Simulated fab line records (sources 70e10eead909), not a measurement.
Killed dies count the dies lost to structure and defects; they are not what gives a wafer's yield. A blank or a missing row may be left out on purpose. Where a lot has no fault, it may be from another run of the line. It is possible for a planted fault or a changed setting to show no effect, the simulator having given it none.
Which tool is to blame? :: flow nand-harc :: Sampling: 14 lots, 42 wafers, 4 of 1302 route steps

WHAT EACH GAUGE READ, for each wafer
Not one reading of a measure or inspect step in the record can be checked against a usual standard deviation.

WHAT TOOL EACH LOT RAN ON (gives the tool, then ch and the chambers of the sampled wafers, and finally the start)
lot: L494
NHARC_A_STAIRCASE_TRIM_229: rie-diel-09 ch 1,2,3, day 16 10:57
NHARC_A_STAIRCASE_TRIM_231: rie-diel-09 ch 2,3, day 16 13:00 or earlier
NHARC_A_STAIRCASE_ETCH_234: rie-diel-09 ch 1,2, day 16 13:00 or earlier
NHARC_A_STAIRCASE_DEVELOP_249: litho-track-02 ch 0, day 16 13:00

lot: L495
NHARC_A_STAIRCASE_TRIM_229: rie-diel-05 ch 1,2,3, day 17 12:16
NHARC_A_STAIRCASE_TRIM_231: rie-diel-05 ch 0,3, day 17 14:00 or earlier
NHARC_A_STAIRCASE_ETCH_234: rie-diel-05 ch 0,1,3, day 17 14:00 or earlier
NHARC_A_STAIRCASE_DEVELOP_249: litho-track-02 ch 0, day 17 14:00

lot: L497
NHARC_A_STAIRCASE_TRIM_229: rie-diel-01 ch 0,2,3, day 17 14:25
NHARC_A_STAIRCASE_TRIM_231: rie-diel-01 ch 0,1, day 17 16:00 or earlier
NHARC_A_STAIRCASE_ETCH_234: rie-diel-01 ch 0,1,2, day 17 16:00 or earlier
NHARC_A_STAIRCASE_DEVELOP_249: litho-track-03 ch 0, day 17 16:00

lot: L496
NHARC_A_STAIRCASE_TRIM_229: rie-diel-01 ch 0,1,2, day 17 16:41
NHARC_A_STAIRCASE_TRIM_231: rie-diel-01 ch 0,1, day 17 18:00 or earlier
NHARC_A_STAIRCASE_ETCH_234: rie-diel-01 ch 0,2, day 17 18:00 or earlier
NHARC_A_STAIRCASE_DEVELOP_249: litho-track-03 ch 0, day 17 18:00

lot: L498
NHARC_A_STAIRCASE_TRIM_229: rie-diel-09 ch 1,2,3, day 18 09:55
NHARC_A_STAIRCASE_TRIM_231: rie-diel-09 ch 0,2,3, day 18 12:00 or earlier
NHARC_A_STAIRCASE_ETCH_234: rie-diel-09 ch 0,2, day 18 12:00 or earlier
NHARC_A_STAIRCASE_DEVELOP_249: litho-track-02 ch 0, day 18 12:00

lot: L499
NHARC_A_STAIRCASE_TRIM_229: rie-diel-01 ch 1,2, day 18 16:15
NHARC_A_STAIRCASE_TRIM_231: rie-diel-01 ch 1, day 18 16:46
NHARC_A_STAIRCASE_ETCH_234: rie-diel-01 ch 1, day 18 17:49
NHARC_A_STAIRCASE_DEVELOP_249: litho-track-03 ch 0, day 18 20:00

lot: L500
NHARC_A_STAIRCASE_TRIM_229: rie-diel-05 ch 1,2,3, day 18 20:55
NHARC_A_STAIRCASE_TRIM_231: rie-diel-05 ch 0,1, day 18 23:00 or earlier
NHARC_A_STAIRCASE_ETCH_234: rie-diel-05 ch 2,3, day 18 23:00 or earlier
NHARC_A_STAIRCASE_DEVELOP_249: litho-track-02 ch 0, day 18 23:00

lot: L502
NHARC_A_STAIRCASE_TRIM_229: rie-diel-09 ch 0,3, day 19 07:34
NHARC_A_STAIRCASE_TRIM_231: rie-diel-09 ch 0,2,3, day 19 09:00 or earlier
NHARC_A_STAIRCASE_ETCH_234: rie-diel-09 ch 0,3, day 19 09:00 or earlier
NHARC_A_STAIRCASE_DEVELOP_249: litho-track-07 ch 0, day 19 09:00

lot: L501
NHARC_A_STAIRCASE_TRIM_229: rie-diel-09 ch 2,3, day 19 12:49
NHARC_A_STAIRCASE_TRIM_231: rie-diel-09 ch 2,3, day 19 15:00 or earlier
NHARC_A_STAIRCASE_ETCH_234: rie-diel-09 ch 2,3, day 19 15:00 or earlier
NHARC_A_STAIRCASE_DEVELOP_249: litho-track-07 ch 0, day 19 15:00

lot: L510
NHARC_A_STAIRCASE_TRIM_229: rie-diel-09 ch 0,2,3, day 22 16:20
NHARC_A_STAIRCASE_TRIM_231: rie-diel-09 ch 1,3, day 22 18:00 or earlier
NHARC_A_STAIRCASE_ETCH_234: rie-diel-09 ch 1,3, day 22 18:00 or earlier
NHARC_A_STAIRCASE_DEVELOP_249: litho-track-02, day 22 18:00

lot: L507
NHARC_A_STAIRCASE_TRIM_229: rie-diel-05 ch 0,2,3, day 22 16:31
NHARC_A_STAIRCASE_TRIM_231: rie-diel-05 ch 0,1,3, day 22 18:00 or earlier
NHARC_A_STAIRCASE_ETCH_234: rie-diel-05 ch 0,1,2, day 22 18:00 or earlier
NHARC_A_STAIRCASE_DEVELOP_249: litho-track-03, day 22 18:00

lot: L511
NHARC_A_STAIRCASE_TRIM_229: rie-diel-01 ch 0,2,3, day 23 14:44
NHARC_A_STAIRCASE_TRIM_231: rie-diel-01 ch 0,3, day 23 16:00 or earlier
NHARC_A_STAIRCASE_ETCH_234: rie-diel-01 ch 1,2, day 23 16:00 or earlier
NHARC_A_STAIRCASE_DEVELOP_249: litho-track-02 ch 0, day 23 16:00

lot: L515
NHARC_A_STAIRCASE_TRIM_229: rie-diel-01 ch 0,3, day 24 19:58
NHARC_A_STAIRCASE_TRIM_231: rie-diel-01 ch 0,2, day 24 22:00 or earlier
NHARC_A_STAIRCASE_ETCH_234: rie-diel-01 ch 0,2,3, day 24 22:00 or earlier
NHARC_A_STAIRCASE_DEVELOP_249: litho-track-07 ch 0, day 24 22:00

lot: L516
NHARC_A_STAIRCASE_TRIM_229: rie-diel-05 ch 0,1,2, day 25 19:30
NHARC_A_STAIRCASE_TRIM_231: rie-diel-05 ch 0,1,3, day 25 21:00 or earlier
NHARC_A_STAIRCASE_ETCH_234: rie-diel-05 ch 0,1,3, day 25 21:00 or earlier
NHARC_A_STAIRCASE_DEVELOP_249: litho-track-07 ch 0, day 25 21:00
- NHARC_A_STAIRCASE_TRIM_229: chemistry O2, time 211.2 s.
- NHARC_A_STAIRCASE_TRIM_231: chemistry O2, time 211.2 s.
- NHARC_A_STAIRCASE_ETCH_234: etches the open film in C4F8/O2, target depth 100 nm, time 40.5 s.
- NHARC_A_STAIRCASE_DEVELOP_249: time 140 s.

AS READ BY THE TOOLS THEMSELVES (means over the sampled wafers that have a number; for cases with no such wafer, the mark the record gives instead)
NHARC_A_STAIRCASE_TRIM_229. Usual: drypump-motor-current-A 5.8 A, standard deviation 0.45; oes-product-au 1.001 a.u., standard deviation 0.012; rf-vpp-V 57.9 V, standard deviation 0.81; showerhead-plenum-p-Torr 3.58 Torr, standard deviation 0.13; throttle-valve-pct 17.036 %, standard deviation 0.0094.
lot: L494
tool: rie-diel-09
drypump-motor-current-A (A): 6.2
oes-product-au (a.u.): 1.005
rf-vpp-V (V): 57.9
showerhead-plenum-p-Torr (Torr): 3.67
throttle-valve-pct (%): 17.032
flag: 

lot: L495
tool: rie-diel-05
drypump-motor-current-A (A): 5.6
oes-product-au (a.u.): 1.007
rf-vpp-V (V): 58.5
showerhead-plenum-p-Torr (Torr): 3.71
throttle-valve-pct (%): 17.029
flag: 

lot: L497
tool: rie-diel-01
drypump-motor-current-A (A): 6.1
oes-product-au (a.u.): 0.997
rf-vpp-V (V): 57.5
showerhead-plenum-p-Torr (Torr): 3.42
throttle-valve-pct (%): 17.040
flag: 

lot: L496
tool: rie-diel-01
drypump-motor-current-A (A): 5.9
oes-product-au (a.u.): 1.003
rf-vpp-V (V): 57.4
showerhead-plenum-p-Torr (Torr): 3.39
throttle-valve-pct (%): 17.031
flag: 

lot: L498
tool: rie-diel-09
drypump-motor-current-A (A): 6.2
oes-product-au (a.u.): 1.001
rf-vpp-V (V): 57.9
showerhead-plenum-p-Torr (Torr): 3.66
throttle-valve-pct (%): 17.033
flag: 

lot: L499
tool: rie-diel-01
drypump-motor-current-A (A): 5.7
oes-product-au (a.u.): 0.992
rf-vpp-V (V): 58.0
showerhead-plenum-p-Torr (Torr): 3.42
throttle-valve-pct (%): 17.029
flag: 

lot: L500
tool: rie-diel-05
drypump-motor-current-A (A): 5.6
oes-product-au (a.u.): 1.003
rf-vpp-V (V): 57.7
showerhead-plenum-p-Torr (Torr): 3.70
throttle-valve-pct (%): 17.032
flag: 

lot: L502
tool: rie-diel-09
drypump-motor-current-A (A): 5.9
oes-product-au (a.u.): 0.994
rf-vpp-V (V): 58.3
showerhead-plenum-p-Torr (Torr): 3.67
throttle-valve-pct (%): 17.036
flag: 

lot: L501
tool: rie-diel-09
drypump-motor-current-A (A): 6.3
oes-product-au (a.u.): 1.011
rf-vpp-V (V): 57.9
showerhead-plenum-p-Torr (Torr): 3.70
throttle-valve-pct (%): 17.036
flag: 

lot: L510
tool: rie-diel-09
drypump-motor-current-A (A): 6.1
oes-product-au (a.u.): 1.001
rf-vpp-V (V): 58.5
showerhead-plenum-p-Torr (Torr): 3.64
throttle-valve-pct (%): 17.038
flag: 

lot: L507
tool: rie-diel-05
drypump-motor-current-A (A): 5.4
oes-product-au (a.u.): 1.006
rf-vpp-V (V): 58.0
showerhead-plenum-p-Torr (Torr): 3.63
throttle-valve-pct (%): 17.022
flag: 

lot: L511
tool: rie-diel-01
drypump-motor-current-A (A): 6.1
oes-product-au (a.u.): 0.995
rf-vpp-V (V): 57.8
showerhead-plenum-p-Torr (Torr): 3.40
throttle-valve-pct (%): 17.032
flag: 

lot: L515
tool: rie-diel-01
drypump-motor-current-A (A): 5.9
oes-product-au (a.u.): 1.011
rf-vpp-V (V): 57.9
showerhead-plenum-p-Torr (Torr): 3.47
throttle-valve-pct (%): 17.034
flag: 

lot: L516
tool: rie-diel-05
drypump-motor-current-A (A): 5.6
oes-product-au (a.u.): 1.001
rf-vpp-V (V): 57.8
showerhead-plenum-p-Torr (Torr): 3.60
throttle-valve-pct (%): 17.040
flag: 

NHARC_A_STAIRCASE_TRIM_231. Usual: drypump-motor-current-A 5.8 A, standard deviation 0.46; oes-product-au 1.003 a.u., standard deviation 0.01; rf-vpp-V 57.9 V, standard deviation 0.84; showerhead-plenum-p-Torr 3.58 Torr, standard deviation 0.13; throttle-valve-pct 17.035 %, standard deviation 0.0093.
lot: L494
tool: rie-diel-09
drypump-motor-current-A (A): 6.3
oes-product-au (a.u.): 1.011
rf-vpp-V (V): 58.1
showerhead-plenum-p-Torr (Torr): 3.72
throttle-valve-pct (%): 17.036
flag: 

lot: L495
tool: rie-diel-05
drypump-motor-current-A (A): 5.1
oes-product-au (a.u.): 0.998
rf-vpp-V (V): 58.3
showerhead-plenum-p-Torr (Torr): 3.65
throttle-valve-pct (%): 17.038
flag: 

lot: L497
tool: rie-diel-01
drypump-motor-current-A (A): 5.5
oes-product-au (a.u.): 1.001
rf-vpp-V (V): 57.3
showerhead-plenum-p-Torr (Torr): 3.43
throttle-valve-pct (%): 17.038
flag: 

lot: L496
tool: rie-diel-01
drypump-motor-current-A (A): 5.5
oes-product-au (a.u.): 0.997
rf-vpp-V (V): 57.6
showerhead-plenum-p-Torr (Torr): 3.43
throttle-valve-pct (%): 17.034
flag: 

lot: L498
tool: rie-diel-09
drypump-motor-current-A (A): 6.1
oes-product-au (a.u.): 1.003
rf-vpp-V (V): 57.4
showerhead-plenum-p-Torr (Torr): 3.66
throttle-valve-pct (%): 17.041
flag: 

lot: L499
tool: rie-diel-01
drypump-motor-current-A (A): 5.3
oes-product-au (a.u.): 0.999
rf-vpp-V (V): 58.3
showerhead-plenum-p-Torr (Torr): 3.46
throttle-valve-pct (%): 17.032
flag: 

lot: L500
tool: rie-diel-05
drypump-motor-current-A (A): 5.3
oes-product-au (a.u.): 1.013
rf-vpp-V (V): 57.9
showerhead-plenum-p-Torr (Torr): 3.63
throttle-valve-pct (%): 17.041
flag: 

lot: L502
tool: rie-diel-09
drypump-motor-current-A (A): 6.1
oes-product-au (a.u.): 1.005
rf-vpp-V (V): 58.1
showerhead-plenum-p-Torr (Torr): 3.65
throttle-valve-pct (%): 17.041
flag: 

lot: L501
tool: rie-diel-09
drypump-motor-current-A (A): 6.3
oes-product-au (a.u.): 1.016
rf-vpp-V (V): 57.6
showerhead-plenum-p-Torr (Torr): 3.70
throttle-valve-pct (%): 17.033
flag: 

lot: L510
tool: rie-diel-09
drypump-motor-current-A (A): 6.2
oes-product-au (a.u.): 1.006
rf-vpp-V (V): 57.1
showerhead-plenum-p-Torr (Torr): 3.70
throttle-valve-pct (%): 17.045
flag: 

lot: L507
tool: rie-diel-05
drypump-motor-current-A (A): 5.3
oes-product-au (a.u.): 1.002
rf-vpp-V (V): 58.1
showerhead-plenum-p-Torr (Torr): 3.68
throttle-valve-pct (%): 17.027
flag: 

lot: L511
tool: rie-diel-01
drypump-motor-current-A (A): 5.9
oes-product-au (a.u.): 1.006
rf-vpp-V (V): 58.1
showerhead-plenum-p-Torr (Torr): 3.40
throttle-valve-pct (%): 17.039
flag: 

lot: L515
tool: rie-diel-01
drypump-motor-current-A (A): 6.3
oes-product-au (a.u.): 0.993
rf-vpp-V (V): 57.6
showerhead-plenum-p-Torr (Torr): 3.32
throttle-valve-pct (%): 17.039
flag: 

lot: L516
tool: rie-diel-05
drypump-motor-current-A (A): 5.3
oes-product-au (a.u.): 1.004
rf-vpp-V (V): 59.2
showerhead-plenum-p-Torr (Torr): 3.66
throttle-valve-pct (%): 17.026
flag: 

NHARC_A_STAIRCASE_ETCH_234. Usual: oes-product-au 0.947 a.u., standard deviation 0.014; rf-vpp-V 898 V, standard deviation 4.8.
lot: L494
tool: rie-diel-09
oes-product-au (a.u.): 0.936
rf-vpp-V (V): 899
flag: 

lot: L495
tool: rie-diel-05
oes-product-au (a.u.): 0.935
rf-vpp-V (V): 903
flag: 

lot: L497
tool: rie-diel-01
oes-product-au (a.u.): 0.954
rf-vpp-V (V): 891
flag: 

lot: L496
tool: rie-diel-01
oes-product-au (a.u.): 0.938
rf-vpp-V (V): 890
flag: 

lot: L498
tool: rie-diel-09
oes-product-au (a.u.): 0.967
rf-vpp-V (V): 899
flag: 

lot: L499
tool: rie-diel-01
oes-product-au (a.u.): 0.922
rf-vpp-V (V): 893
flag: 

lot: L500
tool: rie-diel-05
oes-product-au (a.u.): 0.947
rf-vpp-V (V): 903
flag: 

lot: L502
tool: rie-diel-09
oes-product-au (a.u.): 0.936
rf-vpp-V (V): 903
flag: 

lot: L501
tool: rie-diel-09
oes-product-au (a.u.): 0.962
rf-vpp-V (V): 902
flag: 

lot: L510
tool: rie-diel-09
oes-product-au (a.u.): 0.954
rf-vpp-V (V): 901
flag: 

lot: L507
tool: rie-diel-05
oes-product-au (a.u.): 0.951
rf-vpp-V (V): 900
flag: 

lot: L511
tool: rie-diel-01
oes-product-au (a.u.): 0.931
rf-vpp-V (V): 891
flag: 

lot: L515
tool: rie-diel-01
oes-product-au (a.u.): 0.935
rf-vpp-V (V): 891
flag: 

lot: L516
tool: rie-diel-05
oes-product-au (a.u.): 0.950
rf-vpp-V (V): 901
flag: 

NHARC_A_STAIRCASE_DEVELOP_249. Usual: chill-plate-temp-C 23.02 C, standard deviation 0.11; exhaust-pa 45.0 Pa, standard deviation 0.79.
lot: L494
tool: litho-track-02
chill-plate-temp-C (C): 23.18
exhaust-pa (Pa): 44.8
flag: 

lot: L495
tool: litho-track-02
chill-plate-temp-C (C): 23.12
exhaust-pa (Pa): 44.4
flag: 

lot: L497
tool: litho-track-03
chill-plate-temp-C (C): 23.03
exhaust-pa (Pa): 44.8
flag: 

lot: L496
tool: litho-track-03
chill-plate-temp-C (C): 23.18
exhaust-pa (Pa): 44.9
flag: 

lot: L498
tool: litho-track-02
chill-plate-temp-C (C): 22.92
exhaust-pa (Pa): 45.0
flag: 

lot: L499
tool: litho-track-03
chill-plate-temp-C (C): 23.02
exhaust-pa (Pa): 45.0
flag: 

lot: L500
tool: litho-track-02
chill-plate-temp-C (C): 22.88
exhaust-pa (Pa): 44.4
flag: 

lot: L502
tool: litho-track-07
chill-plate-temp-C (C): 22.92
exhaust-pa (Pa): 45.6
flag: 

lot: L501
tool: litho-track-07
chill-plate-temp-C (C): 23.04
exhaust-pa (Pa): 45.0
flag: 

lot: L510
tool: litho-track-02
chill-plate-temp-C (C): -
exhaust-pa (Pa): -
flag: OFF

lot: L507
tool: litho-track-03
chill-plate-temp-C (C): -
exhaust-pa (Pa): -
flag: OFF

lot: L511
tool: litho-track-02
chill-plate-temp-C (C): 23.15
exhaust-pa (Pa): 44.6
flag: 

lot: L515
tool: litho-track-07
chill-plate-temp-C (C): 22.95
exhaust-pa (Pa): 44.2
flag: 

lot: L516
tool: litho-track-07
chill-plate-temp-C (C): 22.98
exhaust-pa (Pa): 44.7
flag: 

THE ANSWER, worked out from the rows above alone
Rule: a lot is off if the mean of its wafers that have a number lies more than 3 standard deviations from the usual mean. Also off: a lot with no number at a reading for which 4 or more lots have one. Where the step has rows for the other lots, those lots are counted as sound. First the gauges in route order, then the tools' own readings, where a lot's mean is used as printed above. The first step at which some lot is off is used, and at that step the reading that is off furthest; a lot without a number counts as furthest.
Off: L510, L507, at NHARC_A_STAIRCASE_DEVELOP_249 (chill-plate-temp-C). Without a number there: L510, L507.
A tool fits if, at that step or a process step before it, it ran every lot that is off, and no sound lot after the first of them. NHARC_A_STAIRCASE_TRIM_231: start missing for some lots; hours and lot order therefore follow NHARC_A_STAIRCASE_DEVELOP_249. NHARC_A_STAIRCASE_ETCH_234: start missing for some lots; hours and lot order therefore follow NHARC_A_STAIRCASE_DEVELOP_249. Of those tried, none fits.

WHAT THE SIMULATOR PUT IN
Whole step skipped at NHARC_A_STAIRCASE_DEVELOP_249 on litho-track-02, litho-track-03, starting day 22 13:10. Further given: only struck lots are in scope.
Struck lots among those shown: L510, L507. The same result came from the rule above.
